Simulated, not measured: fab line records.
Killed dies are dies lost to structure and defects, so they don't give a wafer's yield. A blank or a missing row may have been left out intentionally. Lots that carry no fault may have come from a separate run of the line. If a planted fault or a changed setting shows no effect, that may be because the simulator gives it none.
fab line records + flow nand_harc
[record]
- lots = 7
- wafers = 21
- last_day = 24
route steps=1159 shown P_START@1 P_ZERO_WELL@2 END@1159
lots that met no fault: from a run of the same line without faults
start_h: start of the lot's first displayed wafer, in hours after the record's first day + wait_h: hours from the lot's prior step to this one + " same as the row above + L1.1+2: one row covering several wafers at once + - either no value or no given start + * or withheld: withheld + < > ~ a bound
route shown NAME@n: NAME is a module with steps in the file, n the number in the route of the first one + usual: mean/standard deviation of fault-free wafers + same: alike in all rows + chamber/n: place in a boat + sites: the reading at each site + _std_site: their standard deviation + _edge_site: outer sites' mean less inner sites' + radius_mm: for every site, how far away it sits from the centre of the wafer + mask NAME#n: copy n + behind: the last tool/chamber to shape the wafer + hold: the reason the lot was held/the length of the hold in hours/how it ended + device: the n, p or np transistor that did not switch + end of line: tests of these same wafers at the route's end + a step with no rows: only its recipe + killed: at the first sort, the dies lost to defects and structure; wafer yield is something else + map: the dies of a wafer, with x for killed, . for not killed, _ for no die there
set.NAME: the setting the step ran with; set.NAME@STEP: the setting that earlier step ran with + model.NAME: the simulator's own value behind a step, which no gauge read
lots at selected steps of the route; one table per step, one row per wafer
services: from which hour (start_h, from the record's first day; less than 0 if before it) a tool's chamber was out of use, for how many hours, and why
[[steps]]
[step NHARC_P_START_INSPECT_01]
[usual]
- raw_defect_count = 3.6/2.1
| lot.wafer | tool              | chamber | start_h | wait_h | raw_defect_count |
|-----------|-------------------|---------|---------|--------|------------------|
| L408.2    | defect_inspect-02 | -       | 18.04   | -      | 1                |
| L408.3    | "                 | -       | "       | "      | 5                |
| L408.5    | "                 | -       | "       | "      | 3                |
| L412.2    | defect_inspect-02 | -       | 42.04   | -      | 3                |
| L412.3    | "                 | -       | "       | "      | 0                |
| L412.6    | "                 | -       | "       | "      | 2                |
| L418.2    | defect_inspect-01 | -       | 78.04   | -      | 4                |
| L418.3    | "                 | -       | "       | "      | 2                |
| L418.6    | "                 | -       | "       | "      | 4                |
| L419.2    | defect_inspect-01 | -       | 84.04   | -      | 6                |
| L419.4    | "                 | -       | "       | "      | 1                |
| L419.6    | "                 | -       | "       | "      | 5                |
| L421.2    | defect_inspect-02 | -       | 96.04   | -      | 2                |
| L421.4    | "                 | -       | "       | "      | 2                |
| L421.6    | "                 | -       | "       | "      | 2                |
| L424.1    | defect_inspect-01 | -       | 114.04  | -      | 4                |
| L424.2    | "                 | -       | "       | "      | 4                |
| L424.3    | "                 | -       | "       | "      | 2                |
| L426.1    | defect_inspect-02 | -       | 126.04  | -      | 1                |
| L426.4    | "                 | -       | "       | "      | 9                |
| L426.5    | "                 | -       | "       | "      | 2                |
[step NHARC_P_ZERO_WELL_PRECLEAN_00]
[recipe]
- time_s = 600
- temp_c = 120
- chemistry = SPM
[step NHARC_P_ZERO_WELL_SRD_01]
[step NHARC_P_ZERO_WELL_PECVD_02]
[recipe]
- target_thk_a = 100
- temp_c = 400
- pressure_torr = 6.5
- rf_w = withheld
- teos_flow_sccm = withheld
- flow_sccm = 2650
- target_thk_nm = 10
- gas = O2
- material = SiO2
[step NHARC_P_ZERO_WELL_DEHYDRATE_03]
[recipe]
- temp_c = 150
- time_s = 120
[step NHARC_P_ZERO_WELL_HMDS_04]
[recipe]
- time_s = 30
[step NHARC_P_ZERO_WELL_COAT_64]
[recipe]
- temp_c = 200
- time_s = 65
[step NHARC_P_ZERO_WELL_COAT_05]
[recipe]
- spin_rpm = 2000
- resist_thk_nm = 600
[step NHARC_P_ZERO_WELL_SOFTBAKE_06]
[recipe]
- temp_c = 125
- time_s = 70
[step NHARC_P_ZERO_WELL_EBR_07]
[step NHARC_P_ZERO_WELL_EXPOSE_08]
[recipe]
- na = 0.55
- target_cd_nm = 500
- dose_mj = 33.8
- mask_id = P_ZERO
[usual]
- exposure_dose_mJ_cm2 = 33.78/0.035
- focus_offset_nm = 0.0/0.47
| lot.wafer | tool           | chamber | start_h | wait_h | mask     | exposure_dose_mJ_cm2 | focus_offset_nm |
|-----------|----------------|---------|---------|--------|----------|----------------------|-----------------|
| L408.2    | krf_scanner-03 | 0       | 19.09   | -      | P_ZERO#0 | 33.80                | 0.2             |
| L408.3    | "              | 0       | "       | "      | P_ZERO#0 | 33.83                | 0.0             |
| L408.5    | "              | 0       | "       | "      | P_ZERO#0 | 33.81                | -0.2            |
| L412.2    | krf_scanner-04 | 0       | 43.11   | -      | P_ZERO#0 | 33.84                | 0.2             |
| L412.3    | "              | 0       | "       | "      | P_ZERO#0 | 33.78                | -0.1            |
| L412.6    | "              | 0       | "       | "      | P_ZERO#0 | 33.76                | 0.1             |
| L418.2    | krf_scanner-04 | 0       | 78.97   | -      | P_ZERO#0 | 32.30                | -0.3            |
| L418.3    | "              | 0       | "       | "      | P_ZERO#0 | 32.36                | -0.4            |
| L418.6    | "              | 0       | "       | "      | P_ZERO#0 | 32.34                | -0.3            |
| L419.2    | krf_scanner-02 | 0       | 85.11   | -      | P_ZERO#0 | 33.81                | 0.2             |
| L419.4    | "              | 0       | "       | "      | P_ZERO#0 | 33.77                | -0.3            |
| L419.6    | "              | 0       | "       | "      | P_ZERO#0 | 33.82                | 0.3             |
| L421.2    | krf_scanner-04 | 0       | 97.09   | -      | P_ZERO#0 | 32.64                | 0.1             |
| L421.4    | "              | 0       | "       | "      | P_ZERO#0 | 32.57                | 0.5             |
| L421.6    | "              | 0       | "       | "      | P_ZERO#0 | 32.66                | 0.1             |
| L424.1    | krf_scanner-04 | 0       | 115.10  | -      | P_ZERO#0 | 32.81                | -0.1            |
| L424.2    | "              | 0       | "       | "      | P_ZERO#0 | 32.81                | -0.7            |
| L424.3    | "              | 0       | "       | "      | P_ZERO#0 | 32.88                | 0.2             |
| L426.1    | krf_scanner-02 | 0       | 127.08  | -      | P_ZERO#0 | 33.81                | 0.0             |
| L426.4    | "              | 0       | "       | "      | P_ZERO#0 | 33.82                | 0.0             |
| L426.5    | "              | 0       | "       | "      | P_ZERO#0 | 33.81                | 0.1             |
[step NHARC_P_ZERO_WELL_PEB_09]
[recipe]
- peb_temp_c = 128
- peb_time_s = 80
[step NHARC_END_SORT_01]
[recipe]
- temp_c = 25
[usual]
- killed_at_array = 28/11
- killed_at_other = 0.8/1.1
- killed_at_periphery = 3.3/2.8
- killed_dies = 32/11
- killed_open = 3.3/1.9
- killed_short = 1.9/1.4
[same]
- gross_dies = 677
| lot.wafer | tool      | chamber | start_h | wait_h | killed_at_array | killed_at_other | killed_at_periphery | killed_dies | killed_open | killed_short |
|-----------|-----------|---------|---------|--------|-----------------|-----------------|---------------------|-------------|-------------|--------------|
| L426.1    | prober-02 | 0       | 568.73  | 2.5    | 14              | 0               | 1                   | 15          | 1           | 4            |
| L426.4    | prober-02 | 0       | 571.12  | 3.4    | 15              | 0               | 1                   | 16          | 3           | 2            |
| L426.5    | prober-02 | 0       | 571.92  | 3.7    | 16              | 0               | 1                   | 17          | 2           | 2            |
// killed by level:class
L426.1 A_CHANNEL_HOLE_D1:chamber_film_flake=5 A_CONTACT:chamber_film_flake=5 P_CONTACT:geometric_particle:short=1 A_ONON_D1:geometric_particle:short=1 A_CHANNEL_FILL_D1:geometric_particle:short=1 A_M0:geometric_particle:open=1 A_M0:geometric_particle:short=1
L426.4 A_CHANNEL_HOLE_D1:chamber_film_flake=5 A_STAIRCASE:chamber_film_flake=3 A_CONTACT:geometric_particle:open=2 A_CONTACT:chamber_film_flake=2 A_SOURCE_PLATE:geometric_particle:open=1 A_CHANNEL_FILL_D1:geometric_particle:short=1 A_CONTACT:geometric_particle:short=1 P_BONDPAD:chamber_film_flake=1
L426.5 A_CHANNEL_HOLE_D1:chamber_film_flake=6 A_CONTACT:chamber_film_flake=6 P_CONTACT:geometric_particle:open=1 A_ONON_D1:geometric_particle:short=1 A_CHANNEL_FILL_D1:geometric_particle:short=1 A_BLC:geometric_particle:open=1 A_SLIT:chamber_film_flake=1
[[services]]
| tool           | chamber | start_h | hours | kind        |
|----------------|---------|---------|-------|-------------|
| krf_scanner-03 | -       | -4.00   | 4.0   | pm          |
| krf_scanner-03 | 0       | 25.68   | -     | calibration |
| krf_scanner-04 | 0       | 35.97   | -     | calibration |
| krf_scanner-02 | -       | 38.00   | 4.0   | pm          |
| krf_scanner-03 | -       | 50.23   | 0.5   | repair      |
| krf_scanner-02 | 0       | 75.13   | -     | calibration |
| krf_scanner-03 | -       | 100.88  | 11.7  | repair      |
[[key]]
[first_sign]
- step = NHARC_P_ZERO_WELL_EXPOSE_08
- reading = exposure_dose_mJ_cm2
- direction = down
- sigmas = 33
- usual = 33.78
- struck = 32.60
effect none on later readings
met_at NHARC_P_ZERO_WELL_EXPOSE_08
struck_wafers L418.2,L418.3,L418.6,L421.2,L421.4,L421.6,L424.1,L424.2,L424.3
tester_left_out L418,L421,L424
[loop_trim]
- step = NHARC_P_ZERO_WELL_EXPOSE_08
- setting = dose
- lots = L421,L424
onset_between 43.11 78.97
[fault]
- kind = process_parameter_drift
- tool = krf_scanner-04
- chamber = -
- onset_h = 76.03
- steps = NHARC_P_ZERO_WELL_EXPOSE_08
- channel = dose_mj
- offset = -1.4572
- shape = step
- acts_in = these_recipes_only
- stated = 33.8
// tester_left_out: of these lots the tester's yield and bins aren't shown, on N5 and GAA mostly nor the transistor test; their killed dies are dies lost to structure and defects alone, not to doping, threshold or leakage, so they don't give the yield
// loop_trim: a control loop set the setting to another value than it would have without faults
